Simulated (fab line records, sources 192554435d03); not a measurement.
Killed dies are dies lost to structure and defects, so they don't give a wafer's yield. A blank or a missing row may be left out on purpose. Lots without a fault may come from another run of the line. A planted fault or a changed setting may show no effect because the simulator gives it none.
fab line records | flow n5_finfet
record lots=5 wafers=14 last_day=18
route steps=1938 shown BEOL_M12@1644
lots that met no fault: from a run of the same line without faults
start_h: hours from the record's first day to the start of the lot's first wafer shown | wait_h: hours since the lot's step before | " the same as in the row above | L1.1+2: a row that stands for several wafers | - no value, or no start given | * or withheld: withheld | < > ~ a bound
route shown NAME@n: a module of which the file shows steps, and the number in the route of the first | usual: mean/standard deviation of fault-free wafers | same: alike in all rows | chamber/n: place in a boat | sites: the reading at each site | _std_site: their standard deviation | _edge_site: outer sites' mean less inner sites' | radius_mm: how far each site lies from the wafer's centre | mask NAME#n: copy n | behind: the tool/chamber that last shaped the wafer | hold: why the lot was held/for how many hours/how that ended | device: the transistor (n, p or np) that didn't switch | end of line: the same wafers' tests at the end of the route | a step without rows: its recipe alone | killed: dies lost to structure and defects at the first sort, not the wafer's yield | map: a wafer's dies, x killed, . not, _ none there
set.NAME: the setting as run; set.NAME@STEP: as run at that earlier step | model.NAME: the simulator's own value behind a step, which no gauge read
lots at some steps of the route; a table a step, a row a wafer
services: from which hour (start_h, from the record's first day; less than 0 if before it) a tool's chamber was out of use, for how many hours, and why
## steps
# step N5_BEOL_M12_PRECLEAN_39
# recipe chemistry=residue_remover time_s=60 temp_c=40
# step N5_BEOL_M12_SRD_40
# recipe time_s=30 temp_c=23 rinse_liquid=diw dry=n2_spin spin_rpm=1500 dry_time_s=30
# step N5_BEOL_M12_DEGAS_41
# recipe ambient=vacuum temp_c=250 time_s=60
# step N5_BEOL_M12_PRE_CLEAN_42
# recipe gas=H2/He time_s=30 temp_c=250
# usual heater_power_w=329/35
# columns lot.wafer tool chamber start_h wait_h heater_power_w
L433.4 pvd_sputter-03 - 279.88 0.0 330
L433.5 " - " " 368
L433.6 " - " " 337
L435.2 pvd_sputter-01 - 292.69 0.0 271
L435.4 " - " " 310
L435.5 " - " " 259
L439.1 pvd_sputter-03 - 326.36 0.0 314
L439.4 " - " " 323
L439.6 " - " " 383
L442.4 pvd_sputter-02 - 349.08 0.0 321
L442.5 " - " " 326
L450.2 pvd_sputter-01 - 396.08 0.0 263
L450.4 " - " " 396
L450.6 " - " " 373
# step N5_BEOL_M12_SPUTTER_43
# recipe material=TaN target_thk_a=150 temp_c=50 bias_v=168.6 power_w=15000 chamber_pressure_pa=0.12 time_s=24.19
# usual substrate_temp_c=50.01/0.11 throttle_valve_pct=30.1/1.2
# columns lot.wafer tool chamber start_h wait_h substrate_temp_c throttle_valve_pct
L433.4 pvd_sputter-03 - 279.92 0.0 49.82 30.0
L433.5 " - " " 50.19 33.7
L433.6 " - " " 49.98 27.5
L435.2 pvd_sputter-01 - 292.73 0.0 49.92 30.6
L435.4 " - " " 50.06 29.6
L435.5 " - " " 49.93 30.6
L439.1 pvd_sputter-03 - 326.40 0.0 50.14 30.3
L439.4 " - " " 50.25 30.0
L439.6 " - " " 49.84 29.7
L442.4 pvd_sputter-02 - 349.12 0.0 50.02 30.6
L442.5 " - " " 50.06 29.7
L450.2 pvd_sputter-01 - 396.12 0.0 49.98 30.8
L450.4 " - " " 49.95 31.1
L450.6 " - " " 49.92 31.3
# step N5_BEOL_M12_SPUTTER_44
# recipe material=Ta target_thk_a=100 temp_c=50 bias_v=80 power_w=15000 chamber_pressure_pa=0.07 time_s=16.13
# usual substrate_temp_c=49.99/0.11 throttle_valve_pct=30.1/1.2
# columns lot.wafer tool chamber start_h wait_h substrate_temp_c throttle_valve_pct
L433.4 pvd_sputter-03 - 280.00 0.0 49.89 30.1
L433.5 " - " " 50.06 33.6
L433.6 " - " " 50.04 27.3
L435.2 pvd_sputter-01 - 292.81 0.0 49.93 30.6
L435.4 " - " " 50.12 29.5
L435.5 " - " " 50.01 30.6
L439.1 pvd_sputter-03 - 326.48 0.0 50.00 30.1
L439.4 " - " " 49.91 29.9
L439.6 " - " " 50.07 29.4
L442.4 pvd_sputter-02 - 349.20 0.0 49.90 30.7
L442.5 " - " " 49.94 29.3
L450.2 pvd_sputter-01 - 396.20 0.0 50.09 30.6
L450.4 " - " " 49.86 30.9
L450.6 " - " " 49.99 30.9
# step N5_BEOL_M12_SPUTTER_45
# recipe material=Cu target_thk_a=800 temp_c=-20 bias_v=60 power_w=26000 chamber_pressure_pa=0.13 time_s=13.33
# usual substrate_temp_c=-20.00/0.11 throttle_valve_pct=30.1/1.2
# columns lot.wafer tool chamber start_h wait_h substrate_temp_c throttle_valve_pct
L433.4 pvd_sputter-03 - 280.08 0.0 -20.08 30.1
L433.5 " - " " -20.03 33.7
L433.6 " - " " -20.01 27.4
L435.2 pvd_sputter-01 - 292.89 0.0 -20.00 30.8
L435.4 " - " " -19.99 29.4
L435.5 " - " " -20.01 30.8
L439.1 pvd_sputter-03 - 326.56 0.0 -20.07 30.1
L439.4 " - " " -19.93 30.2
L439.6 " - " " -20.04 29.5
L442.4 pvd_sputter-02 - 349.28 0.0 -19.95 30.4
L442.5 " - " " -20.23 29.4
L450.2 pvd_sputter-01 - 396.28 0.0 -19.88 30.3
L450.4 " - " " -19.98 31.1
L450.6 " - " " -19.97 31.1
# step N5_BEOL_M12_ECD_47
# recipe material=Cu target_thk_a=7200
# step N5_BEOL_M12_ANNEAL_48
# recipe temp_c=225 time_s=90 ambient=N2
# usual wafer_temp_C_max=226.5/0.47
# columns lot.wafer tool chamber start_h wait_h wafer_temp_C_max
L433.4 rtp_anneal-01 0 281.08 0.8 227.1
L433.5 " 0 " " 226.6
L433.6 " 0 " " 226.8
L435.2 rtp_anneal-01 0 293.20 0.1 226.9
L435.4 " 0 " " 226.3
L435.5 " 0 " " 226.9
L439.1 rtp_anneal-01 0 327.00 0.3 226.9
L439.4 " 0 " " 226.5
L439.6 " 0 " " 226.8
L442.4 rtp_anneal-01 0 349.68 0.2 226.6
L442.5 " 0 " " 226.2
L450.2 rtp_anneal-01 0 396.69 0.3 227.0
L450.4 " 0 " " 226.8
L450.6 " 0 " " 226.3
# step N5_BEOL_M12_CMP_49
# recipe stop_on=SiOC t_overpolish_s=20.6 down_force_psi=1 platen_rpm=50 clearing_platen_down_force_psi=1.5 clearing_platen_rpm=50 post_cmp_clean=cu_alkaline target_thk_nm=320 clearing_platen_pad_velocity_m_s=0.99484 pad_velocity_m_s=0.99484
# step N5_BEOL_M12_THK_MEAS_50
# recipe thk_meas_gauge=xrf reads=Cu_of_BEOL_M12_ECD_47
# usual M12_THK=316/4
# columns lot.wafer tool chamber start_h wait_h M12_THK[nm]
L433.4 film_metro-02 - 281.55 - 317
L433.5 " - " " 318
L433.6 " - " " 316
L435.2 film_metro-02 - 293.75 - 317
L435.4 " - " " 314
L435.5 " - " " 313
L439.1 film_metro-02 - 327.59 - 314
L439.4 " - " " 316
L439.6 " - " " 314
L442.4 film_metro-02 - 350.14 - 324
L442.5 " - " " 319
L450.2 film_metro-02 - 397.24 - 316
L450.4 " - " " 318
L450.6 " - " " 321
# step N5_BEOL_M12_PRE_CLEAN_52
# recipe gas=NH3 time_s=15 temp_c=withheld rf_power_w=300
# step N5_BEOL_M12_DEP_53
# recipe material=SiCN target_thk_a=300 temp_c=withheld precursor=3MS/NH3 pressure_torr=3 rf_w=675 time_s=10.5
# usual chamber_pressure_Torr=2.999/0.0072 rf_fwd_power_W=666/3.4 showerhead_plenum_p_Torr=4.151/0.028 throttle_valve_pct=17.9/0.64
# columns lot.wafer tool chamber start_h wait_h chamber_pressure_Torr rf_fwd_power_W showerhead_plenum_p_Torr throttle_valve_pct model.SiCN_of_BEOL_M12_DEP_53.thk_nm
L433.4 pecvd-04 0 281.62 0.0 3.000 670 4.186 18.1 30.2
L433.5 " 2 " " 2.994 667 4.174 17.9 29.6
L433.6 " 1 " " 2.994 659 4.119 17.1 30
L435.2 pecvd-03 1 293.81 0.0 3.001 661 4.157 19.1 29.6
L435.4 " 1 " " 2.994 663 4.147 19.1 30.2
L435.5 " 0 " " 2.997 666 4.136 17.8 30.4
L439.1 pecvd-03 2 327.65 0.0 2.999 669 4.182 17.1 30
L439.4 " 0 " " 2.985 667 4.140 17.6 30.8
L439.6 " 2 " " 2.992 - 4.182 17.4 21.8
L442.4 pecvd-04 1 350.21 0.0 2.994 661 4.125 17.2 30.8
L442.5 " 0 " " 3.003 670 4.184 18.3 30.6
L450.2 pecvd-04 0 397.30 0.0 3.003 669 4.194 18.5 29.6
L450.4 " 2 " " 2.983 663 4.179 17.8 30.2
L450.6 " 0 " " 3.000 666 4.193 18.6 30
# step N5_BEOL_M12_RS_MEAS_54
# recipe thk_meas_gauge=four-point-probe reads=Cu_of_BEOL_M12_ECD_47+Ta_of_BEOL_M12_SPUTTER_44+TaN_of_BEOL_M12_SPUTTER_43
# usual M12_RS=0.0601/0.00069
# columns lot.wafer tool chamber start_h wait_h M12_RS[ohm/sq]
L433.4 film_metro-01 - 281.67 0.0 0.0599
L433.5 " - " " 0.0600
L433.6 " - " " 0.0602
L435.2 film_metro-02 - 293.88 0.0 0.0605
L435.4 " - " " 0.0608
L435.5 " - " " 0.0614
L439.1 film_metro-02 - 327.71 0.0 0.0606
L439.4 " - " " 0.0599
L439.6 " - " " 0.0602
L442.4 film_metro-01 - 350.26 0.0 0.0588
L442.5 " - " " 0.0594
L450.2 film_metro-02 - 397.36 0.0 0.0597
L450.4 " - " " 0.0591
L450.6 " - " " 0.0589
## services
# columns tool chamber start_h hours kind
pecvd-03 2 302.47 2.1 scheduled_down
pecvd-03 0 306.33 5.5 scheduled_down
pecvd-04 0 308.86 2.1 scheduled_down
pecvd-03 - 352.80 0.8 pm
pvd_sputter-01 - 352.83 2.6 repair
pecvd-04 - 357.00 0.6 repair
pecvd-03 1 383.62 - clean
pecvd-03 1 383.62 - consumable_replace:showerhead
pecvd-03 1 383.62 29.0 scheduled_down
pecvd-03 1 383.62 29.0 vent_cycle
pecvd-03 - 397.30 2.8 pm
## key
first_sign none at tools or gauges
model_effect step=N5_BEOL_M12_DEP_53 value=SiCN_of_BEOL_M12_DEP_53.thk_nm without=30.6 struck=21.8
met_at N5_BEOL_M12_DEP_53
struck_wafers L439.6
onset_between 293.81 327.65
fault kind=process_parameter_drift tool=pecvd-03 chamber=- onset_h=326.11 steps=N5_BEOL_M12_DEP_53 channel=time_s offset=* shape=step end_h=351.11 scope=struck_wafers_only acts_in=* stated=*
